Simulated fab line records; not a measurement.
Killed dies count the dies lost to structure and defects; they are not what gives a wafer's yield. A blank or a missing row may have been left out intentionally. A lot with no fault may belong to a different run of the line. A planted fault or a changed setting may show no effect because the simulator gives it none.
Shared-tool check ; flow n5 finfet ; 10 lots and 25 wafers in the sample

WHY IT WAS OPENED
Flagged at N5_SDB_CD_MEAS_11: reading cd nm, on 2 of 10 lots. No-fault wafers: 49.8 nm, standard deviation 1.5.
Rule: a lot is flagged in two cases, either no wafer of it has a number, or all its wafers with numbers fall more than 4 standard deviations from that mean. The other lots count as sound.

lot;measured;on;cd nm (nm), wafer by wafer;flag
L627;day 3 15:44;cd sem-01;51.5 52.3 51.8;
L628;day 4 01:49;cd sem-03;50.4 52.6;
L630;day 4 21:14;cd sem-02;51.2 49.8;
L631;day 5 00:11;cd sem-02;47.4 51.8;
L632;day 5 05:59;cd sem-02;51.3 51.4;
L634;day 5 16:01;cd sem-03;48.6 48.8 50.8;
L636;day 6 02:56;cd sem-02;50.5 50.0 50.7;
L638;day 6 14:38;cd sem-02;50.0 50.0;
L648;day 9 01:20;cd sem-02;43.2 43.7 42.4;FLAGGED
L649;day 9 09:31;cd sem-02;42.3 41.2 41.2;FLAGGED
On average the flagged lots' numbers are 42.3 nm, which is -7.5 nm against the usual, or -5 standard deviations.

LOT BY LOT: THE TOOL USED
The record holds 1 process step before the reading, out of a route of 1938 steps. Read each cell as the tool, then ch plus the chambers that the sampled wafers visited, then the start.
lot;flag;N5_SDB_EXPOSE_08
L627;;arfi scanner-03 ch 0, day 3 15:37
L628;;arfi scanner-03 ch 0, day 4 01:43
L630;;arfi scanner-01 ch 0, day 4 21:06
L631;;arfi scanner-02 ch 0, day 5 00:05
L632;;arfi scanner-02 ch 0, day 5 05:52
L634;;arfi scanner-03 ch 0, day 5 15:53
L636;;arfi scanner-03 ch 0, day 6 02:49
L638;;arfi scanner-01 ch 0, day 6 14:31
L648;FLAGGED;arfi scanner-02 ch 0, day 9 01:13
L649;FLAGGED;arfi scanner-02 ch 0, day 9 09:24
What these steps do:
- N5_SDB_EXPOSE_08: exposes mask SDB.
- N5_SDB_CD_MEAS_11: target cd 50 nm.

FLAGGED OVER TOTAL, TOOL BY TOOL (the gauges that took the reading come last)
step;tool;lots run;flagged;share of the flagged lots;sound lots run after its first flagged lot
N5_SDB_EXPOSE_08;arfi scanner-01;2;0;none;-
N5_SDB_EXPOSE_08;arfi scanner-02;4;2;all;0
N5_SDB_EXPOSE_08;arfi scanner-03;4;0;none;-
N5_SDB_CD_MEAS_11;cd sem-01;1;0;none;-
N5_SDB_CD_MEAS_11;cd sem-02;7;2;all;0
N5_SDB_CD_MEAS_11;cd sem-03;2;0;none;-

WHAT THE TABLE ALLOWS
2 rows of the table ran every flagged lot: arfi scanner-02 at N5_SDB_EXPOSE_08, cd sem-02 at N5_SDB_CD_MEAS_11.
- arfi scanner-02 at N5_SDB_EXPOSE_08: 2 of its 4 lots flagged. Last sound lot L632 at day 5 05:52, first flagged lot L648 at day 9 01:13; a fault beginning in between fits. Its own readings (exposure dose mJ cm2) fall more than 4 standard deviations out on all wafers of the flagged lots.
- cd sem-02 at N5_SDB_CD_MEAS_11: 2 of its 7 lots flagged. Last sound lot L638 at day 6 14:38, first flagged lot L648 at day 9 01:20; a fault beginning in between fits.
Counting lots can't tell these 2 tools apart, because each fits a fault that began at some hour. More lots, or a look at what each step does to the wafer, might.

WHAT THE SIMULATOR HAD PUT IN
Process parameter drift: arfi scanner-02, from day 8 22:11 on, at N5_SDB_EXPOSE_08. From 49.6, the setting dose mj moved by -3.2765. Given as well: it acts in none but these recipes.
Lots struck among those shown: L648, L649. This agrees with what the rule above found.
